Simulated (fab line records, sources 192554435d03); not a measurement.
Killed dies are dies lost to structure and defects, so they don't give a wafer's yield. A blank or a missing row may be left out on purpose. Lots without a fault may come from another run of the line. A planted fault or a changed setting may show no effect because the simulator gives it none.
fab line records | flow n5_finfet
record lots=5 wafers=15 last_day=17
route steps=1938 shown BEOL_M2@846 BEOL_M4@1111
lots that met no fault: from a run of the same line without faults
start_h: hours from the record's first day to the start of the lot's first wafer shown | wait_h: hours since the lot's step before | " the same as in the row above | L1.1+2: a row that stands for several wafers | - no value, or no start given | * or withheld: withheld | < > ~ a bound
route shown NAME@n: a module of which the file shows steps, and the number in the route of the first | usual: mean/standard deviation of fault-free wafers | same: alike in all rows | chamber/n: place in a boat | sites: the reading at each site | _std_site: their standard deviation | _edge_site: outer sites' mean less inner sites' | radius_mm: how far each site lies from the wafer's centre | mask NAME#n: copy n | behind: the tool/chamber that last shaped the wafer | hold: why the lot was held/for how many hours/how that ended | device: the transistor (n, p or np) that didn't switch | end of line: the same wafers' tests at the end of the route | a step without rows: its recipe alone | killed: dies lost to structure and defects at the first sort, not the wafer's yield | map: a wafer's dies, x killed, . not, _ none there
set.NAME: the setting as run; set.NAME@STEP: as run at that earlier step | model.NAME: the simulator's own value behind a step, which no gauge read
lots at some steps of the route; a table a step, a row a wafer
services: from which hour (start_h, from the record's first day; less than 0 if before it) a tool's chamber was out of use, for how many hours, and why
## steps
# step N5_BEOL_M2_COAT_62
# recipe resist=SiARC temp_c=220 time_s=60 spin_rpm=1500 resist_thk_nm=12
# step N5_BEOL_M2_COAT_73
# recipe resist=underlayer temp_c=205 time_s=60 spin_rpm=1500 resist_thk_nm=5
# step N5_BEOL_M2_COAT_05
# recipe resist=CAR-EUV spin_rpm=1500 resist_thk_nm=30
# step N5_BEOL_M2_EBR_07
# recipe solvent=PGMEA ebr_width_mm=1.5
# step N5_BEOL_M2_SOFTBAKE_06
# recipe temp_c=110 time_s=60 resist=CAR-EUV
# step N5_BEOL_M2_EXPOSE_08
# recipe mask_id=M2 na=0.33 source_shape=dipole sigma_inner=0.369 sigma_outer=0.767 polarization=unpolarized dose_mj=41.25
# step N5_BEOL_M2_PEB_09
# recipe peb_temp_c=100 peb_time_s=60 resist=CAR-EUV
# step N5_BEOL_M2_DEVELOP_10
# recipe develop_time_s=30 developer=TMAH resist=CAR-EUV rinse_liquid=surfactant_rinse dry=air_spin dev_temp_c=23
# step N5_BEOL_M2_CD_MEAS_11
# recipe target_cd_nm=16.79 landing_energy_ev=500 detector=se_inlens polarity=opening
# usual cd_nm=16.86/0.28
# columns lot.wafer tool chamber start_h wait_h cd_nm
L196.1 cd_sem-02 0 161.81 - 16.60
L196.3 " 0 " " 17.09
L196.6 " 0 " " 16.80
L201.1 cd_sem-02 0 171.77 - 16.48
L201.2 " 0 " " 16.85
L201.5 " 0 " " 16.78
L206.2 cd_sem-02 0 201.76 - 16.87
L206.4 " 0 " " 16.86
L206.5 " 0 " " 16.95
L213.2 cd_sem-01 0 239.34 - 17.31
L213.3 " 0 " " 16.98
L213.6 " 0 " " 16.73
L215.2 cd_sem-01 0 250.65 - 16.85
L215.3 " 0 " " 16.18
L215.6 " 0 " " 17.28
# step N5_BEOL_M2_OVL_MEAS_12
# recipe points_per_wafer=522
# usual M2_OVL=0.6/0.69
# columns lot.wafer tool chamber start_h wait_h M2_OVL[nm]
L196.1 overlay-01 0 161.84 0.0 0.1
L196.3 " 0 " " 0.3
L196.6 " 0 " " 0.3
L201.1 overlay-02 0 171.80 0.0 0.7
L201.2 " 0 " " 0.2
L201.5 " 0 " " -0.3
L206.2 overlay-01 0 201.79 0.0 0.4
L206.4 " 0 " " 0.9
L206.5 " 0 " " 0.4
L213.2 overlay-02 0 239.37 0.0 1.4
L213.3 " 0 " " 0.3
L213.6 " 0 " " 1.3
L215.2 overlay-02 0 250.69 0.0 0.3
L215.3 " 0 " " 1.1
L215.6 " 0 " " 0.9
# step N5_BEOL_M2_INSPECT_13
# recipe mode=adi inspect_instrument=brightfield
# usual raw_defect_count=444/110
# columns lot.wafer tool chamber start_h wait_h raw_defect_count
L196.1 defect_inspect-02 - 161.90 0.1 351
L196.3 " - " " 279
L196.6 " - " " 307
L201.1 defect_inspect-02 - 171.86 0.1 387
L201.2 " - " " 474
L201.5 " - " " 476
L206.2 defect_inspect-01 - 201.85 0.0 372
L206.4 " - " " 480
L206.5 " - " " 472
L213.2 defect_inspect-01 - 239.43 0.0 579
L213.3 " - " " 522
L213.6 " - " " 469
L215.2 defect_inspect-02 - 250.74 0.0 347
L215.3 " - " " 291
L215.6 " - " " 270
# step N5_BEOL_M2_DESCUM_16
# recipe chemistry=O2 time_s=7 source_power_w=50 bias_power_w=20 pressure_mtorr=20 rf_frequency_hz=2.712e+07 temp_c=40 resist=CAR-EUV o2_flow_sccm=225
# usual drypump_motor_current_A=5.9/0.41 oes_product_au=0.78/0.07 rf_vpp_V=243.1/1.1 showerhead_plenum_p_Torr=2.10/0.063 throttle_valve_pct=20.5/0.32
# columns lot.wafer tool chamber start_h wait_h drypump_motor_current_A oes_product_au rf_hours_counter_h rf_vpp_V showerhead_plenum_p_Torr throttle_valve_pct
L196.1 rie_diel-06 0 161.93 0.0 5.8 0.81 114 244.5 2.20 20.4
L196.3 " 3 " " 5.3 0.84 30 243.6 2.14 20.4
L196.6 " 0 " " 5.8 0.81 - 245.4 2.20 20.4
L201.1 rie_diel-01 2 172.15 0.3 6.2 0.93 28 243.9 2.14 20.6
L201.2 " 1 " " 6.0 0.73 168 240.6 1.98 20.2
L201.5 " 1 " " 5.9 0.72 - 241.8 1.98 20.3
L206.2 rie_diel-01 0 201.88 0.0 6.5 0.78 150 244.4 2.18 20.6
L206.4 " 3 " " 6.1 0.70 233 243.1 2.08 21.0
L206.5 " 1 " " 5.9 0.71 - 240.6 1.98 20.3
L213.2 rie_diel-06 2 239.46 0.0 5.4 0.72 215 241.5 2.07 20.3
L213.3 " 3 " " 5.3 0.81 59 243.7 2.13 20.5
L213.6 " 0 " " 5.7 0.79 - 246.0 2.19 20.5
L215.2 rie_diel-03 1 250.78 0.0 5.5 0.80 97 243.0 2.12 20.6
L215.3 " 2 " " 5.4 0.71 205 244.0 2.04 20.1
L215.6 " 0 " " 6.1 0.71 - 241.4 2.11 21.0
# step N5_BEOL_M2_ETCH_74
# recipe chemistry=N2/H2 target=underlayer target_depth_a=65 mask_material=CAR-EUV time_s=5.2 ion_energy_ev=200 pressure_mtorr=30 source_w=840 bias_w=150 n2_flow_sccm=200 h2_flow_sccm=200 ends=cleared
# usual drypump_motor_current_A=5.9/0.42 etch_rf_on_time_s=5.28/0.19 oes_product_au=0.65/0.056 rf_vpp_V=524.0/2.2 showerhead_plenum_p_Torr=2.54/0.071 throttle_valve_pct=17.85/0.21
# columns lot.wafer tool chamber start_h wait_h drypump_motor_current_A etch_rf_on_time_s oes_product_au rf_hours_counter_h rf_vpp_V showerhead_plenum_p_Torr throttle_valve_pct
L196.1 rie_diel-06 0 161.97 0.0 5.7 5.15 0.68 114 528.2 2.65 17.64
L196.3 " 3 " " 5.3 5.45 0.73 30 526.6 2.59 17.71
L196.6 " 0 " " 5.7 5.16 0.67 - 526.8 2.65 17.68
L201.1 rie_diel-01 2 172.18 0.0 6.3 5.21 0.77 28 524.6 2.59 17.85
L201.2 " 1 " " 6.0 5.32 0.61 168 519.9 2.40 17.64
L201.5 " 1 " " 5.9 5.38 0.60 - 516.9 2.40 17.65
L206.2 rie_diel-01 0 201.91 0.0 6.5 3.30 0.88 150 526.8 2.64 18.02
L206.4 " 3 " " 6.1 4.93 0.61 233 524.1 2.51 18.27
L206.5 " 1 " " 6.0 5.31 0.60 - 521.0 2.40 17.66
L213.2 rie_diel-06 2 239.49 0.0 5.4 5.49 0.60 215 521.6 2.53 17.88
L213.3 " 3 " " 5.3 5.46 0.68 59 523.8 2.57 17.77
L213.6 " 0 " " 5.7 5.18 0.64 - 528.5 2.64 17.73
L215.2 rie_diel-03 1 250.81 0.0 5.4 5.23 0.68 97 523.6 2.58 18.06
L215.3 " 2 " " 5.4 5.38 0.59 205 523.8 2.54 17.86
L215.6 " 0 " " 6.1 5.00 0.62 - 520.9 2.49 18.00
# step N5_BEOL_M2_ETCH_63
# recipe chemistry=CF4 target=SiARC target_depth_a=156 mask_material=CAR-EUV time_s=26 ion_energy_ev=80 pressure_mtorr=40 source_w=545 bias_w=36 Ar_flow_sccm=100 cf4_flow_sccm=100 ends=cleared
# usual drypump_motor_current_A=5.9/0.41 etch_rf_on_time_s=26.3/0.98 oes_product_au=0.66/0.056 rf_vpp_V=184.0/1 showerhead_plenum_p_Torr=2.15/0.057 throttle_valve_pct=15.68/0.2
# columns lot.wafer tool chamber start_h wait_h drypump_motor_current_A etch_rf_on_time_s oes_product_au rf_hours_counter_h rf_vpp_V showerhead_plenum_p_Torr throttle_valve_pct
L196.1 rie_diel-06 0 161.98 0.0 5.7 25.2 0.69 114 186.0 2.26 15.69
L196.3 " 3 " " 5.3 27.3 0.72 30 184.2 2.19 15.55
L196.6 " 0 " " 5.7 25.0 0.69 - 183.8 2.26 15.67
L201.1 rie_diel-01 2 172.20 0.0 6.2 25.8 0.78 28 185.1 2.18 15.63
L201.2 " 1 " " 5.9 26.9 0.60 168 181.4 2.05 15.62
L201.5 " 1 " " 5.9 27.0 0.60 - 181.9 2.05 15.64
L206.2 rie_diel-01 0 201.93 0.0 6.4 27.6 0.64 150 185.1 2.23 15.75
L206.4 " 3 " " 6.1 24.7 0.62 233 183.9 2.11 15.98
L206.5 " 1 " " 5.9 26.4 0.60 - 183.6 2.05 15.64
L213.2 rie_diel-06 2 239.51 0.0 5.4 26.9 0.61 215 184.0 2.11 15.61
L213.3 " 3 " " 5.3 27.9 0.67 59 184.6 2.18 15.61
L213.6 " 0 " " 5.7 25.3 0.66 - 186.3 2.25 15.74
L215.2 rie_diel-03 1 250.83 0.0 5.5 26.0 0.68 97 184.2 2.17 15.85
L215.3 " 2 " " 5.4 27.4 0.58 205 184.7 2.12 15.48
L215.6 " 0 " " 6.1 25.1 0.61 - 182.9 2.13 15.99
# step N5_BEOL_M4_RC_MEAS_101
# usual DIBL_N=36.6/2.1 DIBL_P=36.5/2.7 IOFF_N=0.17/0.043 IOFF_P=0.22/0.045 ION_N=674/17 ION_P=461/9.9 SS_N=71.7/0.79 SS_P=73.4/0.79 VT_N=249/4 VT_P=-250/3.3
# columns lot.wafer tool chamber start_h wait_h DIBL_N[mV/V] DIBL_P[mV/V] IOFF_N[nA/um] IOFF_P[nA/um] ION_N[uA/um] ION_P[uA/um] SS_N[mV/dec] SS_P[mV/dec] VT_N[mV] VT_P[mV]
L196.1 prober-01 0 188.71 0.0 36.8 36.1 0.18 0.18 654 447 72.2 72.9 251 -254
L196.3 " 0 " " 40.6 41.4 0.26 0.27 689 467 72.5 74.1 244 -250
L196.6 " 0 " " 38.3 37.8 0.19 0.20 671 450 72.8 73.2 250 -253
L201.1 prober-02 0 215.42 0.0 37.0 36.8 0.19 0.23 678 461 71.6 74.2 248 -249
L201.2 " 0 " " 35.0 35.3 0.16 0.20 687 466 70.9 73.1 249 -251
L201.5 " 0 " " 38.3 39.2 0.23 0.27 685 462 72.1 74.6 243 -248
L206.2 prober-01 0 238.64 0.2 34.2 32.1 0.12 0.17 669 460 70.4 73.7 253 -252
L206.4 " 0 " " 36.5 35.2 0.16 0.21 669 464 71.3 72.4 249 -249
L206.5 " 0 " " 34.8 32.7 0.12 0.17 659 457 71.3 72.1 254 -254
L213.2 prober-02 0 275.93 0.2 38.1 39.4 0.24 0.26 713 478 71.9 74.1 243 -247
L213.3 " 0 " " 37.2 36.4 0.17 0.21 670 450 72.4 72.9 249 -252
L213.6 " 0 " " 37.1 37.6 0.20 0.22 711 475 72.0 73.6 243 -251
L215.2 prober-01 0 282.97 0.2 37.2 37.1 0.17 0.24 668 456 71.3 73.7 249 -245
L215.3 " 0 " " 39.4 41.0 0.26 0.31 711 484 71.9 74.3 242 -247
L215.6 " 0 " " 35.5 35.6 0.14 0.21 658 458 70.4 73.3 251 -248
## services
# columns tool chamber start_h hours kind
rie_diel-06 1 220.53 - clean
rie_diel-06 1 220.53 - consumable_replace:focus_ring
rie_diel-06 1 220.53 20.2 scheduled_down
rie_diel-06 1 220.53 20.2 vent_cycle
rie_diel-03 - 222.26 2.8 pm
## key
first_sign step=N5_BEOL_M2_ETCH_74 reading=etch_rf_on_time_s direction=down sigmas=11 usual=* struck=*
effect step=N5_BEOL_M2_ETCH_74 reading=oes_product_au direction=up sigmas=4 usual=0.65 struck=0.88
met_at N5_BEOL_M2_ETCH_74
struck_wafers L206.2
onset_between 172.18 201.91
fault kind=process_parameter_drift tool=rie_diel-01 chamber=- onset_h=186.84 steps=N5_BEOL_M2_ETCH_74 channel=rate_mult offset=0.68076 shape=step end_h=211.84 scope=struck_wafers_only
